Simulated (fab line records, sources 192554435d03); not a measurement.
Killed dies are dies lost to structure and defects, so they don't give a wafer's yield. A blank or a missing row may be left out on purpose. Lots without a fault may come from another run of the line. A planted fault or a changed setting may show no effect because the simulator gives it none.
Chamber matching | flow n5_finfet | N5_HKMG_FIN_ETCH_32 on rie_diel-06: 4 sister chambers
The step etches SOC in N2/H2, target depth 240 nm, time 300 s. 8 wafers are shown with their chamber, then 12 later ones without.

WAFERS WITH THEIR CHAMBER
wafer  | chamber | showerhead_plenum_p_Torr (Torr) | throttle_valve_pct (%)
L085.1 | 1       | 2.48                            | 17.85
L091.4 | 2       | 2.42                            | 18.20
L093.1 | 3       | 2.49                            | 17.73
L093.2 | 2       | 2.42                            | 18.22
L093.3 | 1       | 2.47                            | 17.88
L093.4 | 0       | 2.48                            | 17.90
L093.5 | 3       | 2.49                            | 17.74
L093.6 | 0       | 2.48                            | 17.89

WAFERS WITHOUT THEIR CHAMBER
wafer  | showerhead_plenum_p_Torr (Torr) | throttle_valve_pct (%)
L094.1 | 2.49                            | 17.75
L094.2 | 2.48                            | 17.92
L094.5 | 2.42                            | 18.22
L095.2 | 2.48                            | 17.90
L095.3 | 2.42                            | 18.21
L095.5 | 2.47                            | 17.90
L096.1 | 2.47                            | 17.88
L096.2 | 2.41                            | 18.22
L096.3 | 2.47                            | 17.93
L096.4 | 2.48                            | 17.76
L096.5 | 2.48                            | 17.76
L096.6 | 2.41                            | 18.24

WHICH CHAMBER EACH WENT THROUGH
wafer  | from the rows above     | in truth
L094.1 | 3                       | 3
L094.2 | 0                       | 0
L094.5 | 2                       | 2
L095.2 | 0                       | 0
L095.3 | 2                       | 2
L095.5 | can't be placed: 0 or 1 | 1
L096.1 | can't be placed: 1 or 0 | 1
L096.2 | 2                       | 2
L096.3 | can't be placed: 0 or 1 | 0
L096.4 | 3                       | 3
L096.5 | 3                       | 3
L096.6 | 2                       | 2
Placed correctly: 9 of 12. Can't be placed from these rows: 3 (the true chamber is among the candidates in 3). Placed wrongly: 0.
How it was worked out, from the rows above alone: a wafer's distance from a chamber is the root of the sum, over the readings, of the square of ((its reading less the chamber's mean) divided by the reading's scatter). The wafer belongs to the nearest chamber; if the next one is less than 2 further off, it can't be placed. A chamber's mean is the mean of its shown wafers. The scatter: the root of (the sum of the squares of (reading less its chamber's mean) over the shown wafers, divided by (wafers less chambers)).
